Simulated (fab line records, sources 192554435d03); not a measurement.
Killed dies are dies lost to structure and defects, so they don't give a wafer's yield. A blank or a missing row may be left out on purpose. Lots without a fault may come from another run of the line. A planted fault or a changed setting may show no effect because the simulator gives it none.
One fault seen from 2 desks | flow n5_finfet | each desk has only its own numbers; what lay behind them comes last

THE TOOL OWNER'S DESK: litho_track-02
The tool's own readings at N5_WELL_APT_PEB_06 (peb time 90 s): means of the sampled wafers that have a number, for each lot that ran on this tool. A lot is out of limits, marked OUT, if its mean lies more than 4 standard deviations from the usual mean; the brackets give that distance.
Columns: A = heater_power_total_W at N5_WELL_APT_PEB_06, usual 172.5 W; B = plate_temp_C at N5_WELL_APT_PEB_06, usual 129.99 C; C = resist_line_temp_C at N5_WELL_APT_PEB_06, usual 23.01 C
lot  | first seen here | A               | B      | C
L291 | day 1 13:37     | 172.0           | 130.06 | 23.03
L295 | day 2 13:28     | 172.9           | 129.99 | 23.21
L297 | day 3 01:34     | 173.1           | 129.92 | 23.02
L301 | day 4 01:35     | 202.2 (+37) OUT | 130.12 | 23.12
L303 | day 4 13:41     | 192.7 (+25) OUT | 130.08 | 22.97
L304 | day 4 20:49     | 202.4 (+37) OUT | 129.88 | 23.07
L313 | day 7 02:09     | 172.9           | 130.02 | 22.89
This desk's finding: out of limits on L301, L303, L304; first on L301, day 4 01:35 (heater_power_total_W at N5_WELL_APT_PEB_06). In limits: L291, L295, L297, L313.

THE METROLOGY DESK
What the gauges read, lot by lot, whatever tool the lot ran on: means of the sampled wafers that have a number. A lot is out of limits, marked OUT, if its mean lies more than 4 standard deviations from the usual mean; the brackets give that distance.
Columns: A = cd_nm at N5_WELL_APT_CD_MEAS_08, usual 200.1 nm; B = cd_nm at N5_WELL_APT_CD_MEAS_25, usual 200.0 nm; C = cd_nm at N5_PMOS_HMC_CHANNEL_EPI_CD_MEAS_09, usual 237.2 nm
lot  | first seen here | A                | B     | C
L291 | day 1 13:44     | 201.9            | 199.8 | 236.7
L292 | day 1 19:49     | 200.6            | 199.4 | 236.6
L293 | day 2 01:35     | 198.3            | 199.5 | 237.9
L295 | day 2 13:35     | 199.9            | 199.6 | 236.6
L297 | day 3 01:41     | 199.4            | 201.6 | 236.4
L301 | day 4 01:42     | 191.2 (-7.4) OUT | 200.7 | 237.2
L303 | day 4 13:49     | 192.5 (-6.3) OUT | 199.6 | 237.1
L304 | day 4 20:56     | 189.9 (-8.5) OUT | 200.8 | 236.6
L309 | day 6 01:55     | 200.3            | 199.5 | 237.3
L312 | day 6 19:50     | 198.6            | 199.8 | 236.7
L313 | day 7 02:16     | 198.8            | 199.5 | 238.8
L314 | day 7 08:02     | 198.5            | 202.2 | 236.8
This desk's finding: out of limits on L301, L303, L304; first on L301, day 4 01:42 (cd_nm at N5_WELL_APT_CD_MEAS_08). In limits: L291, L292, L293, L295, L297, L309, L312, L313, L314.

PUT TOGETHER
The tool owner's desk could have raised an alarm at day 4 01:35, on L301, L303, L304.
The metrology desk could have raised an alarm at day 4 01:42, on L301, L303, L304.
Of the lots named, all ran N5_WELL_APT_PEB_06 on litho_track-02.

WHAT THE SIMULATOR HAD PUT IN
Process parameter drift: litho_track-02, from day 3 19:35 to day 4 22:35, at N5_WELL_APT_PEB_06. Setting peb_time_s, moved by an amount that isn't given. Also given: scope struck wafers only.
Lots struck among those shown: L301, L303, L304.
Hours from the fault's start to each desk's first reading out of limits: the tool owner's desk, 6; the metrology desk, 6.
